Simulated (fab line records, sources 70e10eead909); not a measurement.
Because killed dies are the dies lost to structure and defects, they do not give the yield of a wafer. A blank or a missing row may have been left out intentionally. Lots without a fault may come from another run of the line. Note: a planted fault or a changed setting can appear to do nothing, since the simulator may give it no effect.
Which tool is to blame? / flow nand harc / 7 lots with 21 wafers sampled at 4 steps, on a route of 1159 steps

## WHAT THE GAUGES SHOWED, per wafer
NHARC_END_SORT_01.
lot=L665; measured=day 22 07:05; on=prober-02; killed at array=30 24 26
lot=L675; measured=day 23 14:29; on=prober-01; killed at array=580 26 29

## WHAT TOOL EACH LOT RAN ON (gives the tool, then ch and the chambers of the sampled wafers, and finally the start)
lot=L660; NHARC_A_STAIRCASE_CMP_152=cmp-01 ch 0,3, day 14 11:22; NHARC_A_SGD_CUT_DEP_00=pecvd-01 ch 0,1, day 14 13:13; NHARC_A_SGD_CUT_ETCH_58=rie diel-13 ch 0,2,3, day 14 14:13
lot=L664; NHARC_A_STAIRCASE_CMP_152=cmp-01 ch 0,2, day 14 18:38; NHARC_A_SGD_CUT_DEP_00=pecvd-02 ch 1,2, day 14 20:35; NHARC_A_SGD_CUT_ETCH_58=rie diel-01 ch 1,3, day 14 21:36
lot=L667; NHARC_A_STAIRCASE_CMP_152=cmp-01 ch 1,2,3, day 15 08:01; NHARC_A_SGD_CUT_DEP_00=pecvd-01 ch 0,2, day 15 10:01; NHARC_A_SGD_CUT_ETCH_58=rie diel-01 ch 0,1,3, day 15 11:01
lot=L665; NHARC_A_STAIRCASE_CMP_152=cmp-01 ch 0,1, day 15 19:45; NHARC_A_SGD_CUT_DEP_00=pecvd-02 ch 1,2, day 15 21:33; NHARC_A_SGD_CUT_ETCH_58=rie diel-01 ch 0,3, day 15 22:34
lot=L669; NHARC_A_STAIRCASE_CMP_152=cmp-01 ch 0,1,2, day 16 07:57; NHARC_A_SGD_CUT_DEP_00=pecvd-03 ch 0,1, day 16 09:52; NHARC_A_SGD_CUT_ETCH_58=rie diel-05 ch 0,3, day 16 10:50
lot=L674; NHARC_A_STAIRCASE_CMP_152=cmp-03 ch 1,2,3, day 17 21:33; NHARC_A_SGD_CUT_DEP_00=pecvd-03 ch 0,2, day 17 23:25; NHARC_A_SGD_CUT_ETCH_58=rie diel-13 ch 1,2,3, day 18 00:25
lot=L675; NHARC_A_STAIRCASE_CMP_152=cmp-03 ch 0,2, day 17 23:31; NHARC_A_SGD_CUT_DEP_00=pecvd-01 ch 0,1, day 18 01:25; NHARC_A_SGD_CUT_ETCH_58=rie diel-05 ch 0,1,2, day 18 02:23
- NHARC_A_STAIRCASE_CMP_152: polishes.
- NHARC_A_SGD_CUT_DEP_00: deposits SiNx, target thk 50 nm.
- NHARC_A_SGD_CUT_ETCH_58: etches the open film in CF4, target depth 39 nm, time 65 s.

## THE ANSWER, worked out from the rows above alone
Rule: usual is defined by the lots themselves. Put in order of their means at a reading, lots are off if they are a third of the lots or fewer, leave a main group of 4 or more, and stand apart from it by a gap of 3 or more times the standard deviation of the main group's means; of several such gaps the widest counts. The tables above print the reading to a certain number of digits; a main group whose means all agree to those digits is not used. Also off: a lot with no number at a reading for which 4 or more lots have one. Any other lot the step has rows for is counted as sound.
Across all readings shown, no lot is off: no conclusion can be drawn from this.

## WHAT HAD BEEN PUT IN BY THE SIMULATOR
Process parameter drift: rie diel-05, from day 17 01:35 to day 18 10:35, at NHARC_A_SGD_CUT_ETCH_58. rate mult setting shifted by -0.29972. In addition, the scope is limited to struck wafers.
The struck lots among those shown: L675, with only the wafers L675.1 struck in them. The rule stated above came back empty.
